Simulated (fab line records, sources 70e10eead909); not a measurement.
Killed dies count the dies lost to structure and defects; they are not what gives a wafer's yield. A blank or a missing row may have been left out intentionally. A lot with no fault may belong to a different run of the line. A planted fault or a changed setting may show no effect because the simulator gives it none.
The tool behind it: which one? ; flow nand harc ; 7 lots, 21 wafers sampled, at 2 steps of a route of 1159

== WHAT THE GAUGES READ, wafer by wafer ==
NHARC_A_ONON_D1_THK_MEAS_24: measures by ellipsometry.
lot;measured;on;thk nm (nm)
L243;day 8 11:08;film metro-01;1009 1010 1009
L246;day 8 20:59;film metro-02;1025 1023 1023
L250;day 9 19:31;film metro-02;999 1000 1000
L251;day 10 10:25;film metro-02;980 981 978
L256;day 11 05:06;film metro-02;994 995 993
L260;day 12 14:53;film metro-02;668 668 670
L264;day 13 04:51;film metro-02;991 988 990

== TOOL THAT RAN EACH LOT (tool first, then ch and the chambers of the sampled wafers, then the start) ==
lot;NHARC_A_ONON_D1_DEP_22
L243;pecvd onon-04 ch 0, day 8 10:41
L246;pecvd onon-04 ch 0, day 8 20:29
L250;pecvd onon-04 ch 0, day 9 19:04
L251;pecvd onon-03 ch 0, day 10 10:01
L256;pecvd onon-03 ch 0, day 11 04:38
L260;pecvd onon-02 ch 0, day 12 14:24
L264;pecvd onon-04 ch 0, day 13 04:23
- NHARC_A_ONON_D1_DEP_22: target thk 1000 nm.

== THE ANSWER, worked out from the rows above alone ==
Rule: the lots themselves supply what counts as usual. Put in order of their means at a reading, lots are off if they are a third of the lots or fewer, leave a main group of 4 or more, and stand apart from it by a gap of 3 or more times the standard deviation of the main group's means; of several such gaps the widest counts. A main group is skipped when, at the precision printed for the reading in the tables above, its means are all equal. A lot without any number at a reading at which 4 lots or more have one is off too. Any other lot the step has rows for is counted as sound.
Off: L260, at NHARC_A_ONON_D1_THK_MEAS_24 (thk nm). The main group has a mean of 999 nm with a standard deviation of 14.
If a tool, at a process step before that reading, ran all the lots that are off and no sound lot after the first of them, it fits. Gauges at NHARC_A_ONON_D1_THK_MEAS_24: tried the same way as those tools. One fits: NHARC_A_ONON_D1_DEP_22 on pecvd onon-02. It ran no sound lot before its first lot that is off in this sample, so the start can't be narrowed down.

== WHAT THE SIMULATOR HAD PUT IN ==
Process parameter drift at NHARC_A_ONON_D1_DEP_22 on pecvd onon-02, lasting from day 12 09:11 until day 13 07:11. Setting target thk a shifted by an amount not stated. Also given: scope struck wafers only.
Lots struck among those shown: L260. Same finding as the rule above.
